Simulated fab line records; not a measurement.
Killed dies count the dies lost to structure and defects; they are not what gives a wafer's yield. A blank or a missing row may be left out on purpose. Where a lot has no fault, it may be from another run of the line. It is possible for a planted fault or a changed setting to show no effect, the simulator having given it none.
Lot-split experiment | flow n5Finfet | 21 wafers read from 7 lots, route of 1938 steps

## ON THE SPLIT
At N5_DUMMY_GATE_CVD_03 (deposits a-Si from SiH4, target thk 150 nm, time 8042 s), the setting tempC was moved away from the recipe's 530 C on 18 of the 21 wafers read, by -4.3% to +3.9%. The other wafers ran this setting at the recipe's value.

The reading is taken at the split's own step.

## THE READING
a-Si_of_DUMMY_GATE_CVD_03.thkNm (the simulator's own value, which no gauge read), in nm, at N5_DUMMY_GATE_CVD_03 (deposits a-Si from SiH4, target thk 150 nm, time 8042 s). No usual value for it is given in the file. The 3 wafers here that ran the recipe average 151.5 nm, standard deviation 0.96 nm.

wafer  | tool, chamber at the split | tempC as run, C | against the recipe | a-Si_of_DUMMY_GATE_CVD_03.thkNm, nm | against lot-mates on the recipe
L077.1 | -, -                       | 518.3           | -2.2%              | 106.8                               | no lot-mate on the recipe
L077.2 | -, -                       | 518.3           | -2.2%              | 107.6                               | no lot-mate on the recipe
L077.6 | -, -                       | 518.3           | -2.2%              | 105.8                               | no lot-mate on the recipe
L079.2 | -, -                       | 550.7           | +3.9%              | 265.2                               | no lot-mate on the recipe
L079.4 | -, -                       | 550.7           | +3.9%              | 263.6                               | no lot-mate on the recipe
L079.6 | -, -                       | 550.7           | +3.9%              | 264.8                               | no lot-mate on the recipe
L080.3 | -, -                       | 507.1           | -4.3%              | 75.2                                | no lot-mate on the recipe
L080.4 | -, -                       | 507.1           | -4.3%              | 74.6                                | no lot-mate on the recipe
L080.6 | -, -                       | 507.1           | -4.3%              | 74.4                                | no lot-mate on the recipe
L081.1 | -, -                       | 518.6           | -2.2%              | 107.8                               | no lot-mate on the recipe
L081.2 | -, -                       | 518.6           | -2.2%              | 108                                 | no lot-mate on the recipe
L081.3 | -, -                       | 518.6           | -2.2%              | 108.6                               | no lot-mate on the recipe
L083.1 | -, -                       | 538             | +1.5%              | 184.4                               | no lot-mate on the recipe
L083.3 | -, -                       | 538             | +1.5%              | 184                                 | no lot-mate on the recipe
L083.6 | -, -                       | 538             | +1.5%              | 183.6                               | no lot-mate on the recipe
L085.2 | -, -                       | 518.4           | -2.2%              | 109.2                               | no lot-mate on the recipe
L085.4 | -, -                       | 518.4           | -2.2%              | 109.8                               | no lot-mate on the recipe
L085.6 | -, -                       | 518.4           | -2.2%              | 109.8                               | no lot-mate on the recipe
L096.4 | lpcvd-01, 1/29             | 530             | recipe             | 152                                 | -
L096.5 | lpcvd-01, 1/34             | 530             | recipe             | 152.4                               | -
L096.6 | lpcvd-01, 1/39             | 530             | recipe             | 150.2                               | -

FIT RESULTS
A straight line over all 21 wafers: a-Si_of_DUMMY_GATE_CVD_03.thkNm changes by +22.9 nm for each +1% of tempC; r = +0.99; the points scatter about the line by 9.8 nm.
Too few moved wafers with a lot-mate on the recipe to fit a line net of each lot's own level.

## THE FILE'S OWN FIT
a-Si_of_DUMMY_GATE_CVD_03.thkNm changes by +22.9 nm for each +1% of tempC, r = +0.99.
